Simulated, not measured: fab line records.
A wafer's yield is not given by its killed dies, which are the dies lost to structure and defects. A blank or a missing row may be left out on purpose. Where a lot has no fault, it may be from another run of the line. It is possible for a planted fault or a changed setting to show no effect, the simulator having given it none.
Comparing a struck lot with a sound one / flow n5_finfet / 24 steps out of a route of 1938
Sound: wafers L458.2, L458.5, L458.6. Struck: wafers L465.1, L465.2, L465.5. The cause is named last.
Per side, at each step with rows, come the tool, then ch with its chambers, and then its first start. Under that, the readings that differ: sound wafers / struck wafers / difference of the means / sigmas: that difference in standard deviations of wafers without a fault.
alike: readings whose means differ by less than 2 such deviations, and words and numbers that are the same on both sides. not compared: withheld readings, readings that some wafer has no value for, bounds like >300 that may hide the same value, and numbers for which the record gives no deviation and whose values overlap.
Wherever a step has rows on one side only, a row that says differs or no value, or a row with sigmas, the two part there. When numbers do not overlap yet have no deviation, they are printed without sigmas and do not part them. A reading that every wafer of one side lacks parts them only if that side has two wafers or more.

N5_BEOL_M4_DEP_57: deposits SiCN from 3MS/NH3, target thk 8 nm, time 14 s.
  sound on pecvd-03 ch 0,1, day 9 20:14; struck on pecvd-03 ch 0,1,2, day 12 03:49
  alike: showerhead_plenum_p_Torr, throttle_valve_pct
N5_BEOL_M4_RS_MEAS_58: measurement is done with a four-point probe.
  sound on film_metro-01, day 9 20:18; struck on film_metro-01, day 12 03:53
  alike: M4_RS
N5_BEOL_M4_INSPECT_59: inspects for defects (darkfield).
  sound on defect_inspect-01, day 9 20:19; struck on defect_inspect-01, day 12 03:55
  alike: raw_defect_count
N5_BEOL_M4_RC_MEAS_101:
  sound on prober-02 ch 0, day 9 20:30; struck on prober-01 ch 0, day 12 03:56
reading=IOFF_P (nA/um); sound=0.31 0.35 0.15; struck=0.18 0.18 0.20; difference=-0.08; sigmas=-2
  alike: DIBL_N, DIBL_P, IOFF_N, ION_N, ION_P, SS_N, SS_P, VT_N, VT_P
N5_BEOL_M5_ILD_DEP_00: deposits SiCOH lowk from DEMS/porogen, target thk 140.64 nm, time 25.9 s.
  sound on pecvd-03 ch 0,1, day 9 21:19; struck on pecvd-04 ch 1,2, day 12 04:54
  alike: heater_power_w, showerhead_plenum_p_Torr, throttle_valve_pct
N5_BEOL_M5_CURE_79: cures SiCOH lowk, time 240 s.
  sound on uv_cure-02 ch 1, day 9 21:27; struck on uv_cure-02 ch 0, day 12 04:59
  alike: lamp_power_pct, wafer_temp_C_max
N5_BEOL_M5_THK_MEAS_01:
  sound on film_metro-01, day 9 21:53; struck on film_metro-02, day 12 06:56
  alike: M5_ILD_THK
then, 1 step without rows for these wafers: N5_BEOL_M5_PECVD_70 (deposits SiO2 from TEOS/O2, target thk 16 nm, time 18 s).
N5_BEOL_M5_HM_DEP_02: deposits TiN, target thk 20 nm.
  sound on pvd_sputter-02, day 9 23:32; struck on pvd_sputter-01, day 12 08:23
  alike: chamber_pressure_pa, throttle_valve_pct
then, 3 steps without rows for these wafers: N5_BEOL_M5_COAT_59 (time 60 s, resist thk 60 nm); N5_BEOL_M5_COAT_60 (time 60 s, resist thk 12 nm); N5_BEOL_M5_COAT_71 (time 60 s, resist thk 5 nm).
N5_BEOL_M5_COAT_05: resist thk 30 nm.
  sound on litho_track-02 ch 0, day 9 23:41; struck on litho_track-02 ch 0, day 12 08:32
reading=spin_speed_rpm (rpm); sound=1499.3 1499.6 1500.7; struck=1790.7 1788.6 1788.3; difference=+289.3; sigmas=+99 or more
reading=model.CAR-EUV_of_BEOL_M5_COAT_05.thk_nm (nm); sound=30 29.8 30; struck=27.6 27.6 27.6; difference=-2.3; sigmas=
  alike: exhaust_pa
then, 5 steps without rows for these wafers: N5_BEOL_M5_EBR_07; N5_BEOL_M5_SOFTBAKE_06 (time 60 s); N5_BEOL_M5_EXPOSE_08 (exposes mask M5, target cd 28 nm); N5_BEOL_M5_PEB_09 (peb time 60 s); N5_BEOL_M5_DEVELOP_10 (develop time 30 s).
N5_BEOL_M5_CD_MEAS_11 targets a cd of 27.74 nm.
  sound on cd_sem-03 ch 0, day 10 00:04; struck on cd_sem-01 ch 0, day 12 08:55
  alike: cd_nm
N5_BEOL_M5_OVL_MEAS_12:
  sound on overlay-02 ch 0, day 10 00:05; struck on overlay-01 ch 0, day 12 08:56
  alike: M5_OVL
N5_BEOL_M5_INSPECT_13: inspects for defects (brightfield).
  sound on defect_inspect-01, day 10 00:09; struck on defect_inspect-02, day 12 09:00
  alike: raw_defect_count
N5_BEOL_M5_DESCUM_16: chemistry O2, time 7 s.
  sound on rie_diel-02 ch 0,2,3, day 10 00:17; struck on rie_diel-02 ch 0,2, day 12 09:02
reading=model.CAR-EUV_of_BEOL_M5_COAT_05.thk_nm (nm); sound=26 26 26; struck=23.8 23.6 23.8; difference=-2.3; sigmas=
  alike: bias_power_w, drypump_motor_current_A, oes_product_au, rf_vpp_V, showerhead_plenum_p_Torr, temp_c, throttle_valve_pct
  not compared: rf_hours_counter_h
N5_BEOL_M5_ETCH_72: etches underlayer in N2/H2, target depth 6.5 nm, time 5.2 s.
  sound on rie_diel-02 ch 0,2,3, day 10 00:19; struck on rie_diel-02 ch 0,2, day 12 09:04
  alike: bias_w, drypump_motor_current_A, etch_rf_on_time_s, oes_product_au, rf_vpp_V, showerhead_plenum_p_Torr, throttle_valve_pct
  not compared: rf_hours_counter_h
-- record jumps: 4 days separate the struck wafers' starts on either side; left off in module BEOL_M5, taken up again in module PASSIVATION, whose first shown step is the route's number 1936 --
N5_PASSIVATION_PROBE_49:
  record: rows for the struck wafers here (prober-02, day 16 06:11), none for the sound ones

WHERE THEY PART
Last at N5_PASSIVATION_PROBE_49 as far as this record goes, first at N5_BEOL_M4_RC_MEAS_101.

WHY: what the simulator had put in
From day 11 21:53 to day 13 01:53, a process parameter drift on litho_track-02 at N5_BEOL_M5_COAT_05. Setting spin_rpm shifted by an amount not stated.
